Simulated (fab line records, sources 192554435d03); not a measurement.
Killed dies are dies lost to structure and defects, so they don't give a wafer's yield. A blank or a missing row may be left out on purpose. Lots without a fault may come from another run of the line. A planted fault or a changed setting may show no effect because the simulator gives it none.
Which tool did it? | flow n5_finfet | 24 lots, 72 wafers sampled, at 6 steps of a route of 1938

WHAT THE GAUGES READ, wafer by wafer
The record holds no reading of a measuring or inspecting step that can be judged against a usual standard deviation.

WHICH TOOL RAN EACH LOT (tool, then ch and the chambers of the sampled wafers, then the start)
lot  | N5_BEOL_M7_SURFACE_TREAT_79  | N5_BEOL_M8_ETCH_62                 | N5_BEOL_M8_CMP_52             | N5_BEOL_M9_ILD_DEP_00           | N5_BEOL_M9_CURE_71            | N5_BEOL_M9_PECVD_70
L074 | pvd_sputter-03, day 9 05:07  | rie_diel-05 ch 0,1,2, day 9 09:31  | cmp-03 ch 1,2,3, day 9 15:01  | pecvd-01 ch 0,1,2, day 9 15:31  | uv_cure-01 ch 0, day 9 15:35  | pecvd-03 ch 0,1,2, day 9 16:08
L077 | pvd_sputter-02, day 9 16:56  | rie_diel-05 ch 0,2,3, day 9 20:16  | cmp-04 ch 1,3, day 10 01:12   | pecvd-03 ch 0,1, day 10 01:41   | uv_cure-02 ch 0, day 10 01:58 | pecvd-01 ch 0,1, day 10 02:22
L076 | pvd_sputter-03, day 9 20:53  | rie_diel-02 ch 0,2,3, day 10 01:22 | cmp-03 ch 1,2,3, day 10 06:49 | pecvd-02 ch 0,1, day 10 07:13   | uv_cure-01 ch 0, day 10 07:37 | pecvd-02 ch 1,2, day 10 08:20
L075 | pvd_sputter-03, day 10 00:46 | rie_diel-02 ch 0,1,3, day 10 04:28 | cmp-01 ch 2,3, day 10 09:20   | pecvd-01 ch 0,1, day 10 09:51   | uv_cure-03 ch 1, day 10 10:05 | pecvd-03 ch 0,1,2, day 10 10:29
L078 | pvd_sputter-01, day 10 02:34 | rie_diel-05 ch 1,2,3, day 10 07:38 | cmp-01 ch 1,2, day 10 12:42   | pecvd-01 ch 0,1, day 10 13:11   | uv_cure-02 ch 1, day 10 13:23 | pecvd-02 ch 0,1, day 10 13:51
L079 | pvd_sputter-01, day 10 08:54 | rie_diel-04 ch 0,2, day 10 12:24   | cmp-04 ch 1,2,3, day 10 18:56 | pecvd-03 ch 0,1, day 10 19:25   | uv_cure-03 ch 2, day 10 19:40 | pecvd-02 ch 1,2, day 10 20:03
L080 | pvd_sputter-01, day 10 08:58 | rie_diel-02 ch 1,2,3, day 10 12:50 | cmp-03 ch 0,2, day 10 19:08   | pecvd-02 ch 1,2, day 10 19:35   | uv_cure-01 ch 2, day 10 19:40 | pecvd-03 ch 0,1,2, day 10 20:41
L081 | pvd_sputter-01, day 10 11:40 | rie_diel-04 ch 0,2,3, day 10 16:27 | cmp-04 ch 0,2,3, day 10 20:19 | pecvd-02 ch 0,1, day 10 20:48   | uv_cure-01 ch 2, day 10 21:13 | pecvd-03 ch 0,2, day 10 22:15
L082 | pvd_sputter-03, day 10 21:40 | rie_diel-02 ch 0,1,3, day 11 01:26 | cmp-04 ch 1,2, day 11 06:08   | pecvd-02 ch 0,1,2, day 11 06:35 | uv_cure-02 ch 0, day 11 06:40 | pecvd-03 ch 0,2, day 11 07:13
L083 | pvd_sputter-02, day 11 05:55 | rie_diel-05 ch 0,1,3, day 11 09:35 | cmp-04 ch 0,2,3, day 11 13:43 | pecvd-03 ch 0,1,2, day 11 14:10 | uv_cure-02 ch 2, day 11 14:14 | pecvd-03 ch 0,1, day 11 14:47
L085 | pvd_sputter-03, day 11 16:20 | rie_diel-04 ch 0,1,3, day 11 22:26 | cmp-01 ch 0,1,3, day 12 03:09 | pecvd-03 ch 0,2, day 12 03:38   | uv_cure-03 ch 2, day 12 03:53 | pecvd-01 ch 2, day 12 04:45
L086 | pvd_sputter-02, day 12 07:38 | rie_diel-02 ch 0,2,3, day 12 11:17 | cmp-03 ch 0,1,3, day 12 14:17 | pecvd-02 ch 0,2, day 12 14:46   | uv_cure-02 ch 2, day 12 14:51 | pecvd-01 ch 0,2, day 12 15:24
L088 | pvd_sputter-01, day 12 14:13 | rie_diel-02 ch 0,1,3, day 12 18:29 | cmp-04 ch 1,2,3, day 13 00:35 | pecvd-01 ch 1,2, day 13 00:58   | uv_cure-01 ch 1, day 13 01:07 | pecvd-03 ch 0,1,2, day 13 01:35
L084 | pvd_sputter-01, day 12 14:47 | rie_diel-04 ch 0,1,3, day 12 18:57 | cmp-03 ch 2,3, day 12 23:32   | pecvd-02 ch 0,1,2, day 13 00:01 | uv_cure-01 ch 1, day 13 00:06 | pecvd-01 ch 0,2, day 13 00:39
L087 | pvd_sputter-01, day 12 17:27 | rie_diel-05 ch 0,2,3, day 12 21:58 | cmp-04 ch 1,3, day 13 01:46   | pecvd-03 ch 1,2, day 13 02:16   | uv_cure-01 ch 0, day 13 02:20 | pecvd-03 ch 0,2, day 13 02:53
L090 | pvd_sputter-03, day 12 18:26 | rie_diel-04 ch 0,1,2, day 12 22:09 | cmp-01 ch 0,1,2, day 13 01:33 | pecvd-02 ch 0,2, day 13 02:00   | uv_cure-03 ch 2, day 13 02:09 | pecvd-03 ch 0,2, day 13 02:37
L089 | pvd_sputter-03, day 12 22:47 | rie_diel-05 ch 0,1,2, day 13 01:46 | cmp-01 ch 0,2,3, day 13 06:51 | pecvd-02 ch 1,2, day 13 07:22   | uv_cure-03 ch 0, day 13 07:36 | pecvd-01 ch 0,2, day 13 07:59
L091 | pvd_sputter-02, day 13 07:42 | rie_diel-04 ch 0,3, day 13 12:10   | cmp-04 ch 0,2,3, day 13 17:16 | pecvd-02 ch 0,1,2, day 13 17:45 | uv_cure-01 ch 2, day 13 17:50 | pecvd-03 ch 1,2, day 13 18:23
L092 | pvd_sputter-02, day 13 19:06 | rie_diel-05 ch 0,1,2, day 13 21:42 | cmp-01 ch 2,3, day 14 03:14   | pecvd-01 ch 0,2, day 14 03:44   | uv_cure-03 ch 1, day 14 03:55 | pecvd-03 ch 0,2, day 14 04:23
L093 | pvd_sputter-02, day 14 01:30 | rie_diel-05 ch 1,2,3, day 14 05:58 | cmp-04 ch 1,2,3, day 14 13:17 | pecvd-01 ch 0,1,2, day 14 13:46 | uv_cure-01 ch 2, day 14 13:51 | pecvd-02 ch 0,1,2, day 14 14:53
L094 | pvd_sputter-03, day 14 03:55 | rie_diel-02 ch 0,1,2, day 14 07:58 | cmp-03 ch 0,1,2, day 14 13:05 | pecvd-01 ch 0,1,2, day 14 13:32 | uv_cure-03 ch 1, day 14 13:53 | pecvd-03 ch 0,1,2, day 14 14:13
L096 | pvd_sputter-03, day 14 11:28 | rie_diel-04 ch 0,1,2, day 14 15:28 | cmp-01 ch 0,1,2, day 14 20:28 | pecvd-02 ch 0,1,2, day 14 20:56 | uv_cure-03 ch 2, day 14 21:22 | pecvd-01 ch 1,2, day 14 21:55
L095 | pvd_sputter-01, day 14 11:44 | rie_diel-02 ch 0,1, day 14 15:35   | cmp-01 ch 0,2,3, day 14 20:53 | pecvd-02 ch 0,2, day 14 21:20   | uv_cure-02 ch 0, day 14 21:36 | pecvd-02 ch 0,1,2, day 14 22:04
L097 | pvd_sputter-02, day 15 03:39 | rie_diel-04 ch 1,2,3, day 15 09:59 | cmp-04 ch 0,2,3, day 15 19:19 | pecvd-01 ch 0,1,2, day 15 19:46 | uv_cure-02 ch 1, day 15 20:03 | pecvd-01 ch 0,1,2, day 15 20:23
- N5_BEOL_M7_SURFACE_TREAT_79
- N5_BEOL_M8_ETCH_62: etches SOC in N2/H2, target depth 110 nm, overetch 22 nm, time 165 s.
- N5_BEOL_M8_CMP_52: polishes, stops on SiCOH lowk, t overpolish 6.9 s, target thk 80 nm.
- N5_BEOL_M9_ILD_DEP_00: deposits SiCOH lowk from DEMS/porogen, target thk 308.51 nm, time 58 s.
- N5_BEOL_M9_CURE_71: cures SiCOH lowk, time 240 s.
- N5_BEOL_M9_PECVD_70: deposits SiO2 from TEOS/O2, target thk 20 nm, time 22.7 s.

WHAT THE TOOLS THEMSELVES READ (means of the sampled wafers that have a number; where no wafer has one, the mark that the record gives instead)
N5_BEOL_M8_ETCH_62.
lot  | tool        | chamber_pressure_mTorr (mTorr) | drypump_motor_current_A (A) | oes_product_au (a.u.) | rf_vpp_V (V) | showerhead_plenum_p_Torr (Torr) | throttle_valve_pct (%)
L074 | rie_diel-05 | 30.001                         | 5.5                         | 0.63                  | 524.6        | 2.54                            | 17.77
L077 | rie_diel-05 | 29.999                         | 5.5                         | 0.68                  | 526.1        | 2.64                            | 17.67
L076 | rie_diel-02 | 30.020                         | 5.7                         | 0.64                  | 523.5        | 2.55                            | 17.92
L075 | rie_diel-02 | 29.978                         | 5.4                         | 0.68                  | 523.7        | 2.53                            | 17.73
L078 | rie_diel-05 | 29.993                         | 5.7                         | 0.65                  | 524.6        | 2.59                            | 17.88
L079 | rie_diel-04 | 29.993                         | 5.5                         | 0.64                  | 520.8        | 2.44                            | 17.88
L080 | rie_diel-02 | 29.984                         | 5.4                         | 0.68                  | 526.3        | 2.59                            | 17.71
L081 | rie_diel-04 | 30.016                         | 5.4                         | 0.63                  | 520.4        | 2.43                            | 17.82
L082 | rie_diel-02 | 29.991                         | 5.4                         | 0.68                  | 524.3        | 2.52                            | 17.76
L083 | rie_diel-05 | 29.998                         | 5.4                         | 0.67                  | 524.6        | 2.56                            | 17.73
L085 | rie_diel-04 | 30.005                         | 5.6                         | 0.58                  | 522.4        | 2.47                            | 17.98
L086 | rie_diel-02 | 30.009                         | 5.7                         | 0.63                  | 524.3        | 2.54                            | 17.96
L088 | rie_diel-02 | 30.014                         | 5.3                         | 0.66                  | 523.3        | 2.52                            | 17.77
L084 | rie_diel-04 | 30.015                         | 5.6                         | 0.58                  | 521.8        | 2.47                            | 18.00
L087 | rie_diel-05 | 30.043                         | 5.5                         | 0.65                  | 526.3        | 2.63                            | 17.71
L090 | rie_diel-04 | 30.008                         | 5.3                         | 0.62                  | 522.1        | 2.49                            | 17.91
L089 | rie_diel-05 | 29.997                         | 5.4                         | 0.62                  | 523.5        | 2.53                            | 17.82
L091 | rie_diel-04 | 30.016                         | 5.7                         | 0.57                  | 520.2        | 2.40                            | 17.97
L092 | rie_diel-05 | 30.029                         | 5.5                         | 0.61                  | 524.3        | 2.53                            | 17.84
L093 | rie_diel-05 | 30.021                         | 5.7                         | 0.63                  | 524.5        | 2.57                            | 17.93
L094 | rie_diel-02 | 29.991                         | 5.5                         | 0.61                  | 524.2        | 2.54                            | 17.94
L096 | rie_diel-04 | 30.011                         | 5.3                         | 0.68                  | 522.2        | 2.48                            | 17.80
L095 | rie_diel-02 | 29.997                         | 5.2                         | 0.64                  | 523.5        | 2.51                            | 17.76
L097 | rie_diel-04 | 30.009                         | 5.2                         | 0.67                  | 522.2        | 2.48                            | 17.76

N5_BEOL_M8_CMP_52.
lot  | tool   | barrier_field_endpoint_s (s) | clearing_platen_rpm (rpm) | head_pressure_psi (psi) | motor_current_A (A) | overpolish_run_s (s) | time_to_endpoint_s (s)
L074 | cmp-03 | 29.7                         | 50.013                    | 1.0004                  | 7.0                 | 6.901                | 63
L077 | cmp-04 | 29.5                         | 49.981                    | 0.9961                  | 6.0                 | 6.906                | 64
L076 | cmp-03 | 28.8                         | 50.009                    | 1.0009                  | 7.0                 | 6.907                | 62
L075 | cmp-01 | 29.7                         | 49.982                    | 1.0010                  | 6.0                 | 6.903                | 64
L078 | cmp-01 | 29.0                         | 50.025                    | 0.9989                  | 6.0                 | 6.894                | 62
L079 | cmp-04 | 29.6                         | 50.002                    | 0.9999                  | 5.7                 | 6.903                | 67
L080 | cmp-03 | 29.3                         | 50.003                    | 1.0002                  | 6.2                 | 6.911                | 67
L081 | cmp-04 | 30.0                         | 49.997                    | 0.9993                  | 5.4                 | 6.891                | 68
L082 | cmp-04 | 29.7                         | 50.000                    | 0.9991                  | 6.0                 | 6.902                | 67
L083 | cmp-04 | 30.1                         | 49.995                    | 1.0010                  | 5.6                 | 6.889                | 68
L085 | cmp-01 | 29.3                         | 50.003                    | 1.0000                  | 5.9                 | 6.899                | 65
L086 | cmp-03 | 28.6                         | 50.017                    | 0.9981                  | 6.4                 | 6.900                | 62
L088 | cmp-04 | 29.7                         | 50.020                    | 0.9974                  | 5.8                 | 6.894                | 66
L084 | cmp-03 | 30.2                         | 49.989                    | 1.0003                  | 7.3                 | 6.905                | 66
L087 | cmp-04 | 29.3                         | 49.989                    | 0.9981                  | 5.9                 | 6.894                | 64
L090 | cmp-01 | 29.7                         | 50.009                    | 1.0018                  | 5.5                 | 6.900                | 65
L089 | cmp-01 | 28.8                         | 49.987                    | 1.0009                  | 5.8                 | 6.908                | 63
L091 | cmp-04 | 29.3                         | 50.015                    | 0.9987                  | 5.3                 | 6.905                | 67
L092 | cmp-01 | 29.0                         | 50.002                    | 0.9998                  | 5.9                 | 6.898                | 61
L093 | cmp-04 | 29.6                         | 49.993                    | 1.0005                  | 5.8                 | 6.892                | 66
L094 | cmp-03 | 28.7                         | 49.978                    | 0.9994                  | 6.5                 | 6.898                | 61
L096 | cmp-01 | 29.4                         | 50.010                    | 0.9997                  | 5.6                 | 6.900                | 63
L095 | cmp-01 | 30.5                         | 49.983                    | 1.0018                  | 5.7                 | 6.889                | 69
L097 | cmp-04 | 29.2                         | 49.994                    | 1.0003                  | 5.5                 | 6.903                | 63

N5_BEOL_M9_ILD_DEP_00.
lot  | tool     | heater_power_outer_w (W) | heater_power_w (W) | showerhead_plenum_p_Torr (Torr) | throttle_valve_pct (%)
L074 | pecvd-01 | 141                      | 309                | 5.750                           | 13.9
L077 | pecvd-03 | 128                      | 276                | 5.744                           | 14.4
L076 | pecvd-02 | 145                      | 300                | 5.754                           | 14.0
L075 | pecvd-01 | 116                      | 281                | 5.761                           | 14.4
L078 | pecvd-01 | 148                      | 307                | 5.734                           | 14.1
L079 | pecvd-03 | 122                      | 265                | 5.731                           | 14.4
L080 | pecvd-02 | 152                      | 311                | 5.741                           | 13.7
L081 | pecvd-02 | 120                      | 291                | 5.754                           | 14.4
L082 | pecvd-02 | 165                      | 352                | 5.748                           | 13.8
L083 | pecvd-03 | 130                      | 274                | 5.751                           | 13.9
L085 | pecvd-03 | 120                      | 280                | 5.753                           | 13.9
L086 | pecvd-02 | 165                      | 369                | 5.742                           | 14.5
L088 | pecvd-01 | 125                      | 307                | 5.758                           | 14.3
L084 | pecvd-02 | 132                      | 305                | 5.748                           | 14.0
L087 | pecvd-03 | 131                      | 273                | 5.727                           | 14.4
L090 | pecvd-02 | 177                      | 391                | 5.733                           | 14.2
L089 | pecvd-02 | 149                      | 326                | 5.743                           | 13.6
L091 | pecvd-02 | 142                      | 320                | 5.743                           | 13.9
L092 | pecvd-01 | 173                      | 339                | 5.735                           | 13.5
L093 | pecvd-01 | 156                      | 326                | 5.744                           | 13.9
L094 | pecvd-01 | 132                      | 301                | 5.753                           | 13.9
L096 | pecvd-02 | 169                      | 353                | 5.746                           | 13.9
L095 | pecvd-02 | 167                      | 367                | 5.739                           | 14.0
L097 | pecvd-01 | 143                      | 315                | 5.758                           | 14.1

N5_BEOL_M9_CURE_71.
lot  | tool       | lamp_power_pct (%) | wafer_temp_C_max
L074 | uv_cure-01 | 52.29              | 386.3
L077 | uv_cure-02 | 52.30              | 386.5
L076 | uv_cure-01 | 52.31              | 386.2
L075 | uv_cure-03 | 52.29              | 387.5
L078 | uv_cure-02 | 52.33              | 386.1
L079 | uv_cure-03 | 52.37              | 387.9
L080 | uv_cure-01 | 52.31              | 386.5
L081 | uv_cure-01 | 52.33              | 387.1
L082 | uv_cure-02 | 52.29              | 387.2
L083 | uv_cure-02 | 52.32              | 386.5
L085 | uv_cure-03 | 52.27              | 388.4
L086 | uv_cure-02 | 52.32              | 387.0
L088 | uv_cure-01 | 52.35              | 387.4
L084 | uv_cure-01 | 52.34              | 387.2
L087 | uv_cure-01 | 52.31              | 386.2
L090 | uv_cure-03 | 52.31              | 388.1
L089 | uv_cure-03 | 52.36              | 386.3
L091 | uv_cure-01 | 52.30              | 386.8
L092 | uv_cure-03 | 52.31              | 387.4
L093 | uv_cure-01 | 52.32              | 386.7
L094 | uv_cure-03 | 52.35              | 387.5
L096 | uv_cure-03 | 52.33              | 387.8
L095 | uv_cure-02 | 52.29              | 387.1
L097 | uv_cure-02 | 52.32              | 386.7

N5_BEOL_M9_PECVD_70.
lot  | tool     | heater_power_outer_w (W) | heater_power_w (W) | showerhead_plenum_p_Torr (Torr) | throttle_valve_pct (%)
L074 | pecvd-03 | 380                      | 647                | 8.80                            | 22.6
L077 | pecvd-01 | 404                      | 672                | 8.78                            | 22.7
L076 | pecvd-02 | 418                      | 685                | 8.81                            | 21.7
L075 | pecvd-03 | 346                      | 599                | 8.81                            | 22.6
L078 | pecvd-02 | 423                      | 706                | 8.85                            | 22.6
L079 | pecvd-02 | 420                      | 683                | 8.83                            | 21.9
L080 | pecvd-03 | 402                      | 669                | 8.79                            | 22.5
L081 | pecvd-03 | 395                      | 671                | 8.82                            | 21.8
L082 | pecvd-03 | 368                      | 661                | 8.83                            | 22.1
L083 | pecvd-03 | 403                      | 707                | 8.82                            | 22.7
L085 | pecvd-01 | 479                      | 813                | 8.82                            | 20.9
L086 | pecvd-01 | 507                      | 814                | 8.79                            | 21.3
L088 | pecvd-03 | 348                      | 600                | 8.78                            | 22.6
L084 | pecvd-01 | 436                      | 720                | 8.75                            | 21.8
L087 | pecvd-03 | 393                      | 665                | 8.82                            | 21.9
L090 | pecvd-03 | 410                      | 706                | 8.84                            | 22.0
L089 | pecvd-01 | 453                      | 731                | 8.75                            | 21.9
L091 | pecvd-03 | 399                      | 650                | 8.78                            | 22.2
L092 | pecvd-03 | 403                      | 701                | 8.84                            | 22.0
L093 | pecvd-02 | 438                      | 743                | 8.81                            | 22.6
L094 | pecvd-03 | 369                      | 622                | 8.79                            | 22.5
L096 | pecvd-01 | 389                      | 699                | 8.87                            | 23.0
L095 | pecvd-02 | 475                      | 793                | 8.80                            | 22.7
L097 | pecvd-01 | 406                      | 698                | 8.83                            | 22.4

THE ANSWER, worked out from the rows above alone
Rule: what is usual is taken from the lots themselves. Put in order of their means at a reading, lots are off if they are a third of the lots or fewer, leave a main group of 4 or more, and stand apart from it by a gap of 3 or more times the standard deviation of the main group's means; of several such gaps the widest counts. A main group whose means are all the same, to the digits that the tables above print for the reading, isn't used. A lot without any number at a reading at which 4 lots or more have one is off too. The other lots that the step has rows for count as sound. The gauges are gone through in route order, then the tools' own readings, and for those a lot's mean is taken as printed above. The first step at which some lot is off is used, and at that step the reading that is off furthest; a lot without a number counts as furthest.
No lot is off at any reading shown: from this, nothing can be told.

WHAT THE SIMULATOR HAD PUT IN
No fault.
